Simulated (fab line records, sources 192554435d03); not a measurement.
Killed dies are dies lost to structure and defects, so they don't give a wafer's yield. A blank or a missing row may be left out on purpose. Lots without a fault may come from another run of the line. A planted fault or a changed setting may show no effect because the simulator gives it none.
Split-lot experiment | flow n5_finfet | 7 lots, 39 wafers read, on a route of 1938 steps

THE SPLIT
At N5_DUMMY_GATE_ETCH_32 (etches SiO2 in CF4, target depth 3.5 nm, time 3.9 s), the setting time_s was moved away from the recipe's 3.9 s on 12 of the 39 wafers read, by -20.8% to +19.4%. The other wafers ran this setting at the recipe's value.

The reading is taken at the split's own step.

THE READING
etch.depth_nm (the simulator's own value, which no gauge read), in nm, at N5_DUMMY_GATE_ETCH_32 (etches SiO2 in CF4, target depth 3.5 nm, time 3.9 s). The file gives no usual value for it. The 27 wafers here that ran the recipe average 3.484 nm, standard deviation 0.04 nm.

wafer  | tool, chamber at the split | time_s as run, s | against the recipe | etch.depth_nm, nm | against lot-mates on the recipe
L075.1 | rie_si-04, 1               | 3.398            | -12.9%             | 3.052             | -0.455
L075.2 | rie_si-04, 2               | 3.9              | recipe             | 3.471             | -
L075.3 | rie_si-04, 0               | 3.9              | recipe             | 3.558             | -
L075.4 | rie_si-04, 3               | 3.9              | recipe             | 3.493             | -
L075.5 | rie_si-04, 1               | 3.398            | -12.9%             | 3.017             | -0.490
L075.6 | rie_si-04, 2               | 3.398            | -12.9%             | 3.024             | -0.483
L076.1 | rie_si-04, 2               | 3.9              | recipe             | 3.5               | -
L076.2 | rie_si-04, 0               | 3.9              | recipe             | 3.556             | -
L076.3 | rie_si-04, 1               | 3.9              | recipe             | 3.466             | -
L076.4 | rie_si-04, 3               | 3.9              | recipe             | 3.47              | -
L076.5 | rie_si-04, 3               | 3.9              | recipe             | 3.494             | -
L076.6 | rie_si-04, 0               | 3.9              | recipe             | 3.548             | -
L079.1 | rie_si-04, 1               | 4.658            | +19.4%             | 4.116             | +0.647
L079.2 | rie_si-04, 3               | 4.658            | +19.4%             | 4.126             | +0.657
L079.3 | rie_si-04, 0               | 4.658            | +19.4%             | 4.22              | +0.751
L079.4 | rie_si-04, 2               | 3.9              | recipe             | 3.479             | -
L079.5 | rie_si-04, 2               | 3.9              | recipe             | 3.431             | -
L079.6 | rie_si-04, 1               | 3.9              | recipe             | 3.496             | -
L086.1 | rie_si-05, 1               | 3.089            | -20.8%             | 2.697             | -0.795
L086.2 | rie_si-05, 0               | 3.089            | -20.8%             | 2.759             | -0.733
L086.3 | rie_si-05, 2               | 3.9              | recipe             | 3.44              | -
L086.4 | rie_si-05, 3               | 3.9              | recipe             | 3.568             | -
L086.5 | rie_si-05, 2               | 3.9              | recipe             | 3.467             | -
L086.6 | rie_si-05, 3               | 3.089            | -20.8%             | 2.816             | -0.676
L089.1 | rie_si-02, 2               | 3.9              | recipe             | 3.543             | -
L089.2 | rie_si-02, 0               | 3.9              | recipe             | 3.477             | -
L089.3 | rie_si-02, 1               | 3.345            | -14.2%             | 3.006             | -0.490
L089.4 | rie_si-02, 1               | 3.345            | -14.2%             | 2.99              | -0.506
L089.5 | rie_si-02, 0               | 3.9              | recipe             | 3.469             | -
L089.6 | rie_si-02, 2               | 3.345            | -14.2%             | 3.026             | -0.470
L093.2 | rie_si-02, 2               | 3.9              | recipe             | 3.462             | -
L093.3 | rie_si-02, 0               | 3.9              | recipe             | 3.428             | -
L093.6 | rie_si-02, 0               | 3.9              | recipe             | 3.469             | -
L096.1 | rie_si-04, 3               | 3.9              | recipe             | 3.467             | -
L096.2 | rie_si-04, 2               | 3.9              | recipe             | 3.443             | -
L096.3 | rie_si-04, 1               | 3.9              | recipe             | 3.426             | -
L096.4 | rie_si-04, 0               | 3.9              | recipe             | 3.495             | -
L096.5 | rie_si-04, 1               | 3.9              | recipe             | 3.446             | -
L096.6 | rie_si-04, 0               | 3.9              | recipe             | 3.517             | -

THE FIT
A straight line over all 39 wafers: etch.depth_nm changes by +0.0346 nm for each +1% of time_s; r = +0.99; the points scatter about the line by 0.04 nm.
The same after taking each lot's own level away (the mean of its wafers on the recipe; 39 wafers): +0.0354 nm for each +1%; r = +0.99; scatter 0.037 nm.
On that fit, the largest move of time_s shifts the reading by 0.74 nm.
The lots' own levels span 3.4530 to 3.5073 nm, that is 1.4 times the standard deviation above.
So the lot-to-lot level changes the slope little: the two slopes agree.
Check: with one of the wafers moved furthest among these (-20.8%) left out of the fit, the line predicts -0.727 nm for it against its lot-mates. It came out at -0.795 nm against them.

OTHER SPLITS ON THESE WAFERS
These wafers also went through other splits before the reading. Each is held against what the fit with the lots' levels taken away leaves over:
other split on the same wafers     | wafers away from the commonest value | r with etch.depth_nm (lot level and that fit taken away)
N5_FIN_SAQP_MANDREL_ETCH_22 icp_w  | 15                                   | -0.06
N5_FIN_SAQP_ETCH_69 target_depth_a | 12                                   | -0.10
N5_FIN_CUT_EXPOSE_05 dose_mj       | 15                                   | -0.07

THE FILE'S OWN FIT
etch.depth_nm changes by +0.0354 nm for each +1% of time_s, r = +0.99.
